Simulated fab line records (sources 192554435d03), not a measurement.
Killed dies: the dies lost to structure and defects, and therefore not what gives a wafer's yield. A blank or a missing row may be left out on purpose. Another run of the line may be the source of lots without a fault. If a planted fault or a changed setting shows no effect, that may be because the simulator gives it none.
Which tool did it? :: flow n5Finfet :: 24 lots with 72 wafers sampled at 5 steps, on a route of 1938 steps

## WHAT THE GAUGES SHOWED, per wafer
N5_BEOL_M3_THK_MEAS_01.
lot: L074
measured: day 7 00:52
on: filmMetro-02
M3_ILD_THK (nm): 78.2 80.2 79.7

lot: L075
measured: day 7 04:46
on: filmMetro-01
M3_ILD_THK (nm): 79.2 79.2 79.7

lot: L076
measured: day 7 14:44
on: filmMetro-01
M3_ILD_THK (nm): 78.6 78.8 79.6

lot: L077
measured: day 7 17:58
on: filmMetro-01
M3_ILD_THK (nm): 77.7 77.4 78.9

lot: L079
measured: day 8 05:16
on: filmMetro-02
M3_ILD_THK (nm): 77.0 77.9 79.6

lot: L078
measured: day 8 07:16
on: filmMetro-01
M3_ILD_THK (nm): 78.7 80.2 80.0

lot: L080
measured: day 8 10:25
on: filmMetro-02
M3_ILD_THK (nm): 77.5 77.1 78.1

lot: L081
measured: day 8 22:27
on: filmMetro-01
M3_ILD_THK (nm): 79.0 78.4 79.8

lot: L082
measured: day 9 06:37
on: filmMetro-01
M3_ILD_THK (nm): 77.3 77.7 77.6

lot: L083
measured: day 9 13:59
on: filmMetro-02
M3_ILD_THK (nm): 80.2 78.9 79.9

lot: L084
measured: day 9 22:35
on: filmMetro-01
M3_ILD_THK (nm): 79.2 80.6 79.6

lot: L085
measured: day 10 02:42
on: filmMetro-02
M3_ILD_THK (nm): 78.6 79.5 78.5

lot: L086
measured: day 10 05:52
on: filmMetro-02
M3_ILD_THK (nm): 77.9 76.2 76.6

lot: L087
measured: day 10 08:21
on: filmMetro-02
M3_ILD_THK (nm): 78.6 78.4 79.7

lot: L088
measured: day 10 11:21
on: filmMetro-02
M3_ILD_THK (nm): 78.3 79.9 79.2

lot: L090
measured: day 11 01:54
on: filmMetro-01
M3_ILD_THK (nm): 79.1 80.7 80.5

lot: L089
measured: day 11 03:25
on: filmMetro-02
M3_ILD_THK (nm): 77.1 77.6 80.0

lot: L091
measured: day 11 08:11
on: filmMetro-02
M3_ILD_THK (nm): 78.7 79.9 79.8

lot: L092
measured: day 11 10:16
on: filmMetro-02
M3_ILD_THK (nm): 77.4 77.1 79.3

lot: L094
measured: day 12 02:19
on: filmMetro-01
M3_ILD_THK (nm): 77.8 78.5 78.7

lot: L093
measured: day 12 05:01
on: filmMetro-01
M3_ILD_THK (nm): 79.4 80.5 79.8

lot: L095
measured: day 12 15:53
on: filmMetro-01
M3_ILD_THK (nm): 78.1 77.6 78.7

lot: L096
measured: day 12 18:37
on: filmMetro-02
M3_ILD_THK (nm): 78.4 79.9 80.0

lot: L097
measured: day 12 20:45
on: filmMetro-02
M3_ILD_THK (nm): 79.3 80.5 81.5

N5_BEOL_M3_CD_MEAS_11 targets a cd of 17.05 nm.
lot: L074
measured: day 7 02:56
on: cdSem-02
cdNm (nm): 17.08 17.08 17.16

lot: L075
measured: day 7 07:32
on: cdSem-01
cdNm (nm): 16.82 16.98 17.16

lot: L076
measured: day 7 16:04
on: cdSem-03
cdNm (nm): 17.05 17.03 16.95

lot: L077
measured: day 7 20:10
on: cdSem-03
cdNm (nm): 17.66 17.52 17.19

lot: L079
measured: day 8 06:28
on: cdSem-02
cdNm (nm): 17.02 16.96 17.18

lot: L078
measured: day 8 08:52
on: cdSem-03
cdNm (nm): 16.97 17.18 17.16

lot: L080
measured: day 8 14:35
on: cdSem-01
cdNm (nm): 17.32 16.88 17.22

lot: L081
measured: day 8 23:29
on: cdSem-02
cdNm (nm): 17.10 16.88 16.91

lot: L082
measured: day 9 09:23
on: cdSem-03
cdNm (nm): 17.11 17.16 16.65

lot: L083
measured: day 9 18:19
on: cdSem-03
cdNm (nm): 16.90 17.30 17.39

lot: L084
measured: day 10 02:11
on: cdSem-03
cdNm (nm): 16.96 17.15 17.15

lot: L085
measured: day 10 03:25
on: cdSem-03
cdNm (nm): 17.30 17.28 17.76

lot: L086
measured: day 10 07:53
on: cdSem-03
cdNm (nm): 16.95 17.23 17.09

lot: L087
measured: day 10 08:50
on: cdSem-02
cdNm (nm): 16.74 16.71 17.04

lot: L088
measured: day 10 13:47
on: cdSem-02
cdNm (nm): 17.20 17.33 16.93

lot: L090
measured: day 11 04:01
on: cdSem-01
cdNm (nm): 17.11 16.85 16.79

lot: L089
measured: day 11 04:49
on: cdSem-01
cdNm (nm): 17.34 16.73 16.83

lot: L091
measured: day 11 08:50
on: cdSem-01
cdNm (nm): 16.89 17.50 17.01

lot: L092
measured: day 11 12:49
on: cdSem-03
cdNm (nm): 17.23 17.18 16.90

lot: L094
measured: day 12 05:16
on: cdSem-01
cdNm (nm): 16.98 16.76 17.23

lot: L093
measured: day 12 05:58
on: cdSem-03
cdNm (nm): 17.16 17.08 17.45

lot: L095
measured: day 12 16:40
on: cdSem-01
cdNm (nm): 16.97 17.29 17.34

lot: L096
measured: day 12 20:10
on: cdSem-01
cdNm (nm): 16.64 16.97 16.95

lot: L097
measured: day 12 22:58
on: cdSem-03
cdNm (nm): 17.00 16.68 17.20

## WHAT TOOL EACH LOT RAN ON (gives the tool, then ch and the chambers of the sampled wafers, and finally the start)
lot: L074
N5_BEOL_M2_VIA_ETCH_34: rieDiel-02 ch 0,1,3, day 6 20:16
N5_BEOL_M2_ALD_84: aldMetal-02 ch 0,1,2, day 6 21:16
N5_BEOL_M2_SPUTTER_92: pvdSputter-03, day 6 23:14

lot: L075
N5_BEOL_M2_VIA_ETCH_34: rieDiel-02 ch 0,1,2, day 6 23:44
N5_BEOL_M2_ALD_84: aldMetal-01 ch 0,1, day 7 00:51
N5_BEOL_M2_SPUTTER_92: pvdSputter-02, day 7 02:55

lot: L076
N5_BEOL_M2_VIA_ETCH_34: rieDiel-06 ch 1,2,3, day 7 10:27
N5_BEOL_M2_ALD_84: aldMetal-04 ch 1,2,3, day 7 11:11
N5_BEOL_M2_SPUTTER_92: pvdSputter-01, day 7 12:59

lot: L077
N5_BEOL_M2_VIA_ETCH_34: rieDiel-02 ch 0,2,3, day 7 13:34
N5_BEOL_M2_ALD_84: aldMetal-01 ch 0,1,3, day 7 14:28
N5_BEOL_M2_SPUTTER_92: pvdSputter-01, day 7 16:20

lot: L079
N5_BEOL_M2_VIA_ETCH_34: rieDiel-06 ch 0,2,3, day 8 00:47
N5_BEOL_M2_ALD_84: aldMetal-04 ch 0,2, day 8 01:40
N5_BEOL_M2_SPUTTER_92: pvdSputter-01, day 8 03:38

lot: L078
N5_BEOL_M2_VIA_ETCH_34: rieDiel-05 ch 0,1, day 8 01:07
N5_BEOL_M2_ALD_84: aldMetal-04 ch 0,1, day 8 01:53
N5_BEOL_M2_SPUTTER_92: pvdSputter-01, day 8 05:33

lot: L080
N5_BEOL_M2_VIA_ETCH_34: rieDiel-02 ch 1,2, day 8 05:49
N5_BEOL_M2_ALD_84: aldMetal-04 ch 0,2,3, day 8 06:38
N5_BEOL_M2_SPUTTER_92: pvdSputter-03, day 8 08:40

lot: L081
N5_BEOL_M2_VIA_ETCH_34: rieDiel-02 ch 0,1, day 8 15:53
N5_BEOL_M2_ALD_84: aldMetal-02 ch 0,2, day 8 17:05
N5_BEOL_M2_SPUTTER_92: pvdSputter-03, day 8 20:38

lot: L082
N5_BEOL_M2_VIA_ETCH_34: rieDiel-06 ch 0,1,2, day 9 02:24
N5_BEOL_M2_ALD_84: aldMetal-04 ch 0,1, day 9 03:06
N5_BEOL_M2_SPUTTER_92: pvdSputter-01, day 9 05:00

lot: L083
N5_BEOL_M2_VIA_ETCH_34: rieDiel-06 ch 1,2,3, day 9 09:37
N5_BEOL_M2_ALD_84: aldMetal-02 ch 0,1,2, day 9 10:28
N5_BEOL_M2_SPUTTER_92: pvdSputter-03, day 9 12:20

lot: L084
N5_BEOL_M2_VIA_ETCH_34: rieDiel-05 ch 0,1,3, day 9 17:39
N5_BEOL_M2_ALD_84: aldMetal-01 ch 0,1, day 9 18:29
N5_BEOL_M2_SPUTTER_92: pvdSputter-01, day 9 20:21

lot: L085
N5_BEOL_M2_VIA_ETCH_34: rieDiel-02 ch 1,2, day 9 20:39
N5_BEOL_M2_ALD_84: aldMetal-02 ch 1,3, day 9 21:31
N5_BEOL_M2_SPUTTER_92: pvdSputter-03, day 10 01:03

lot: L086
N5_BEOL_M2_VIA_ETCH_34: rieDiel-05 ch 1,2,3, day 10 01:36
N5_BEOL_M2_ALD_84: aldMetal-04 ch 0,1,3, day 10 02:10
N5_BEOL_M2_SPUTTER_92: pvdSputter-01, day 10 04:13

lot: L087
N5_BEOL_M2_VIA_ETCH_34: rieDiel-06 ch 0,1,2, day 10 03:57
N5_BEOL_M2_ALD_84: aldMetal-01 ch 0,1,2, day 10 04:52
N5_BEOL_M2_SPUTTER_92: pvdSputter-02, day 10 06:40

lot: L088
N5_BEOL_M2_VIA_ETCH_34: rieDiel-05 ch 1,2,3, day 10 06:57
N5_BEOL_M2_ALD_84: aldMetal-02 ch 1,2,3, day 10 07:52
N5_BEOL_M2_SPUTTER_92: pvdSputter-02, day 10 09:41

lot: L090
N5_BEOL_M2_VIA_ETCH_34: rieDiel-05 ch 1,3, day 10 21:25
N5_BEOL_M2_ALD_84: aldMetal-04 ch 0,2, day 10 21:59
N5_BEOL_M2_SPUTTER_92: pvdSputter-02, day 10 23:58

lot: L089
N5_BEOL_M2_VIA_ETCH_34: rieDiel-05 ch 1,2, day 10 22:46
N5_BEOL_M2_ALD_84: aldMetal-04 ch 0,1,2, day 10 23:56
N5_BEOL_M2_SPUTTER_92: pvdSputter-03, day 11 01:47

lot: L091
N5_BEOL_M2_VIA_ETCH_34: rieDiel-05 ch 1,3, day 11 03:07
N5_BEOL_M2_ALD_84: aldMetal-01 ch 0,1,2, day 11 04:26
N5_BEOL_M2_SPUTTER_92: pvdSputter-03, day 11 06:34

lot: L092
N5_BEOL_M2_VIA_ETCH_34: rieDiel-05 ch 1,3, day 11 04:55
N5_BEOL_M2_ALD_84: aldMetal-01 ch 0,1,2, day 11 05:44
N5_BEOL_M2_SPUTTER_92: pvdSputter-03, day 11 08:38

lot: L094
N5_BEOL_M2_VIA_ETCH_34: rieDiel-05 ch 0,1,2, day 11 20:53
N5_BEOL_M2_ALD_84: aldMetal-02 ch 0,2,3, day 11 21:56
N5_BEOL_M2_SPUTTER_92: pvdSputter-01, day 12 00:08

lot: L093
N5_BEOL_M2_VIA_ETCH_34: rieDiel-05 ch 0,1, day 12 00:19
N5_BEOL_M2_ALD_84: aldMetal-02 ch 0,2,3, day 12 01:07
N5_BEOL_M2_SPUTTER_92: pvdSputter-03, day 12 02:58

lot: L095
N5_BEOL_M2_VIA_ETCH_34: rieDiel-02 ch 1,2,3, day 12 09:46
N5_BEOL_M2_ALD_84: aldMetal-02 ch 0,2,3, day 12 10:37
N5_BEOL_M2_SPUTTER_92: pvdSputter-03, day 12 14:16

lot: L096
N5_BEOL_M2_VIA_ETCH_34: rieDiel-06 ch 0,1, day 12 14:12
N5_BEOL_M2_ALD_84: aldMetal-01 ch 0,2,3, day 12 15:08
N5_BEOL_M2_SPUTTER_92: pvdSputter-01, day 12 16:59

lot: L097
N5_BEOL_M2_VIA_ETCH_34: rieDiel-06 ch 1,2,3, day 12 16:06
N5_BEOL_M2_ALD_84: aldMetal-02 ch 0,1, day 12 17:21
N5_BEOL_M2_SPUTTER_92: pvdSputter-01, day 12 19:08
- N5_BEOL_M2_VIA_ETCH_34: etches the open film in C4F6/O2, target depth 69.4 nm, time 65.9 s.
- N5_BEOL_M2_ALD_84: deposits TaN, pulse time 2 s, purge time 3 s, co reactant purge time 2 s.
- N5_BEOL_M2_SPUTTER_92: material Cu, target thk 4.5 nm, time 8.29 s.

## AS READ BY THE TOOLS THEMSELVES (means over the sampled wafers that have a number; for cases with no such wafer, the mark the record gives instead)
N5_BEOL_M2_VIA_ETCH_34.
lot: L074
tool: rieDiel-02
drypumpMotorCurrentA (A): 6.3
oesProductAu (a.u.): 0.76
rfVppV (V): 671
showerheadPlenumPTorr (Torr): 2.87
throttleValvePct (%): 30.44

lot: L075
tool: rieDiel-02
drypumpMotorCurrentA (A): 6.3
oesProductAu (a.u.): 0.78
rfVppV (V): 673
showerheadPlenumPTorr (Torr): 2.92
throttleValvePct (%): 30.42

lot: L076
tool: rieDiel-06
drypumpMotorCurrentA (A): 5.6
oesProductAu (a.u.): 0.77
rfVppV (V): 669
showerheadPlenumPTorr (Torr): 2.81
throttleValvePct (%): 31.02

lot: L077
tool: rieDiel-02
drypumpMotorCurrentA (A): 6.0
oesProductAu (a.u.): 0.72
rfVppV (V): 674
showerheadPlenumPTorr (Torr): 2.85
throttleValvePct (%): 30.55

lot: L079
tool: rieDiel-06
drypumpMotorCurrentA (A): 5.6
oesProductAu (a.u.): 0.76
rfVppV (V): 666
showerheadPlenumPTorr (Torr): 2.84
throttleValvePct (%): 30.91

lot: L078
tool: rieDiel-05
drypumpMotorCurrentA (A): 5.7
oesProductAu (a.u.): 0.89
rfVppV (V): 669
showerheadPlenumPTorr (Torr): 2.81
throttleValvePct (%): 30.57

lot: L080
tool: rieDiel-02
drypumpMotorCurrentA (A): 6.1
oesProductAu (a.u.): 0.76
rfVppV (V): 675
showerheadPlenumPTorr (Torr): 2.95
throttleValvePct (%): 30.50

lot: L081
tool: rieDiel-02
drypumpMotorCurrentA (A): 6.4
oesProductAu (a.u.): 0.77
rfVppV (V): 671
showerheadPlenumPTorr (Torr): 2.88
throttleValvePct (%): 30.39

lot: L082
tool: rieDiel-06
drypumpMotorCurrentA (A): 5.6
oesProductAu (a.u.): 0.79
rfVppV (V): 666
showerheadPlenumPTorr (Torr): 2.84
throttleValvePct (%): 31.07

lot: L083
tool: rieDiel-06
drypumpMotorCurrentA (A): 5.6
oesProductAu (a.u.): 0.85
rfVppV (V): 671
showerheadPlenumPTorr (Torr): 2.91
throttleValvePct (%): 30.93

lot: L084
tool: rieDiel-05
drypumpMotorCurrentA (A): 5.3
oesProductAu (a.u.): 0.80
rfVppV (V): 672
showerheadPlenumPTorr (Torr): 2.86
throttleValvePct (%): 30.69

lot: L085
tool: rieDiel-02
drypumpMotorCurrentA (A): 6.1
oesProductAu (a.u.): 0.74
rfVppV (V): 675
showerheadPlenumPTorr (Torr): 2.94
throttleValvePct (%): 30.50

lot: L086
tool: rieDiel-05
drypumpMotorCurrentA (A): 5.2
oesProductAu (a.u.): 0.80
rfVppV (V): 674
showerheadPlenumPTorr (Torr): 2.93
throttleValvePct (%): 30.77

lot: L087
tool: rieDiel-06
drypumpMotorCurrentA (A): 5.6
oesProductAu (a.u.): 0.77
rfVppV (V): 666
showerheadPlenumPTorr (Torr): 2.84
throttleValvePct (%): 31.07

lot: L088
tool: rieDiel-05
drypumpMotorCurrentA (A): 5.2
oesProductAu (a.u.): 0.79
rfVppV (V): 674
showerheadPlenumPTorr (Torr): 2.93
throttleValvePct (%): 30.76

lot: L090
tool: rieDiel-05
drypumpMotorCurrentA (A): 4.9
oesProductAu (a.u.): 0.72
rfVppV (V): 674
showerheadPlenumPTorr (Torr): 2.90
throttleValvePct (%): 30.82

lot: L089
tool: rieDiel-05
drypumpMotorCurrentA (A): 5.3
oesProductAu (a.u.): 0.83
rfVppV (V): 678
showerheadPlenumPTorr (Torr): 2.91
throttleValvePct (%): 30.93

lot: L091
tool: rieDiel-05
drypumpMotorCurrentA (A): 5.1
oesProductAu (a.u.): 0.76
rfVppV (V): 678
showerheadPlenumPTorr (Torr): 2.88
throttleValvePct (%): 30.95

lot: L092
tool: rieDiel-05
drypumpMotorCurrentA (A): 5.1
oesProductAu (a.u.): 0.76
rfVppV (V): 678
showerheadPlenumPTorr (Torr): 2.88
throttleValvePct (%): 30.95

lot: L094
tool: rieDiel-05
drypumpMotorCurrentA (A): 5.6
oesProductAu (a.u.): 0.84
rfVppV (V): 672
showerheadPlenumPTorr (Torr): 2.88
throttleValvePct (%): 30.68

lot: L093
tool: rieDiel-05
drypumpMotorCurrentA (A): 5.4
oesProductAu (a.u.): 0.82
rfVppV (V): 676
showerheadPlenumPTorr (Torr): 2.83
throttleValvePct (%): 30.85

lot: L095
tool: rieDiel-02
drypumpMotorCurrentA (A): 6.1
oesProductAu (a.u.): 0.80
rfVppV (V): 673
showerheadPlenumPTorr (Torr): 2.88
throttleValvePct (%): 30.45

lot: L096
tool: rieDiel-06
drypumpMotorCurrentA (A): 5.8
oesProductAu (a.u.): 0.92
rfVppV (V): 662
showerheadPlenumPTorr (Torr): 2.86
throttleValvePct (%): 30.91

lot: L097
tool: rieDiel-06
drypumpMotorCurrentA (A): 5.6
oesProductAu (a.u.): 0.80
rfVppV (V): 672
showerheadPlenumPTorr (Torr): 2.90
throttleValvePct (%): 30.97

N5_BEOL_M2_ALD_84.
lot: L074
tool: aldMetal-02
heaterPowerW (W): 399

lot: L075
tool: aldMetal-01
heaterPowerW (W): 424

lot: L076
tool: aldMetal-04
heaterPowerW (W): 449

lot: L077
tool: aldMetal-01
heaterPowerW (W): 412

lot: L079
tool: aldMetal-04
heaterPowerW (W): 436

lot: L078
tool: aldMetal-04
heaterPowerW (W): 451

lot: L080
tool: aldMetal-04
heaterPowerW (W): 443

lot: L081
tool: aldMetal-02
heaterPowerW (W): 399

lot: L082
tool: aldMetal-04
heaterPowerW (W): 446

lot: L083
tool: aldMetal-02
heaterPowerW (W): 397

lot: L084
tool: aldMetal-01
heaterPowerW (W): 423

lot: L085
tool: aldMetal-02
heaterPowerW (W): 400

lot: L086
tool: aldMetal-04
heaterPowerW (W): 444

lot: L087
tool: aldMetal-01
heaterPowerW (W): 435

lot: L088
tool: aldMetal-02
heaterPowerW (W): 400

lot: L090
tool: aldMetal-04
heaterPowerW (W): 440

lot: L089
tool: aldMetal-04
heaterPowerW (W): 444

lot: L091
tool: aldMetal-01
heaterPowerW (W): 434

lot: L092
tool: aldMetal-01
heaterPowerW (W): 434

lot: L094
tool: aldMetal-02
heaterPowerW (W): 393

lot: L093
tool: aldMetal-02
heaterPowerW (W): 392

lot: L095
tool: aldMetal-02
heaterPowerW (W): 390

lot: L096
tool: aldMetal-01
heaterPowerW (W): 422

lot: L097
tool: aldMetal-02
heaterPowerW (W): 390

N5_BEOL_M2_SPUTTER_92.
lot: L074
tool: pvdSputter-03
throttleValvePct (%): 30.5

lot: L075
tool: pvdSputter-02
throttleValvePct (%): 29.3

lot: L076
tool: pvdSputter-01
throttleValvePct (%): 31.3

lot: L077
tool: pvdSputter-01
throttleValvePct (%): 30.6

lot: L079
tool: pvdSputter-01
throttleValvePct (%): 30.4

lot: L078
tool: pvdSputter-01
throttleValvePct (%): 31.0

lot: L080
tool: pvdSputter-03
throttleValvePct (%): 30.1

lot: L081
tool: pvdSputter-03
throttleValvePct (%): 30.5

lot: L082
tool: pvdSputter-01
throttleValvePct (%): 30.8

lot: L083
tool: pvdSputter-03
throttleValvePct (%): 30.1

lot: L084
tool: pvdSputter-01
throttleValvePct (%): 30.3

lot: L085
tool: pvdSputter-03
throttleValvePct (%): 30.3

lot: L086
tool: pvdSputter-01
throttleValvePct (%): 30.1

lot: L087
tool: pvdSputter-02
throttleValvePct (%): 29.3

lot: L088
tool: pvdSputter-02
throttleValvePct (%): 29.3

lot: L090
tool: pvdSputter-02
throttleValvePct (%): 29.1

lot: L089
tool: pvdSputter-03
throttleValvePct (%): 30.3

lot: L091
tool: pvdSputter-03
throttleValvePct (%): 29.9

lot: L092
tool: pvdSputter-03
throttleValvePct (%): 30.0

lot: L094
tool: pvdSputter-01
throttleValvePct (%): 30.5

lot: L093
tool: pvdSputter-03
throttleValvePct (%): 30.4

lot: L095
tool: pvdSputter-03
throttleValvePct (%): 30.3

lot: L096
tool: pvdSputter-01
throttleValvePct (%): 30.8

lot: L097
tool: pvdSputter-01
throttleValvePct (%): 29.9

## THE ANSWER, worked out from the rows above alone
Rule: the usual values come from the lots themselves. The widest of any qualifying gaps counts: lots, ordered by their means at a reading, are off when they make up no more than a third of the lots, leave a main group of 4 or more, and stand apart from it by 3 or more times the standard deviation of that group's means. A main group is skipped when, at the precision printed for the reading in the tables above, its means are all equal. A lot without any number at a reading at which 4 lots or more have one is off too. The other lots that the step has rows for count as sound. After the gauges, taken in route order, come the tools' own readings; for these a lot's mean is taken, as printed above. The first step at which some lot is off is used, and at that step the reading that is off furthest; a lot without a number counts as furthest.
Nothing can be told from this: no lot is off at any reading shown.

## WHAT THE SIMULATOR HAD PUT IN
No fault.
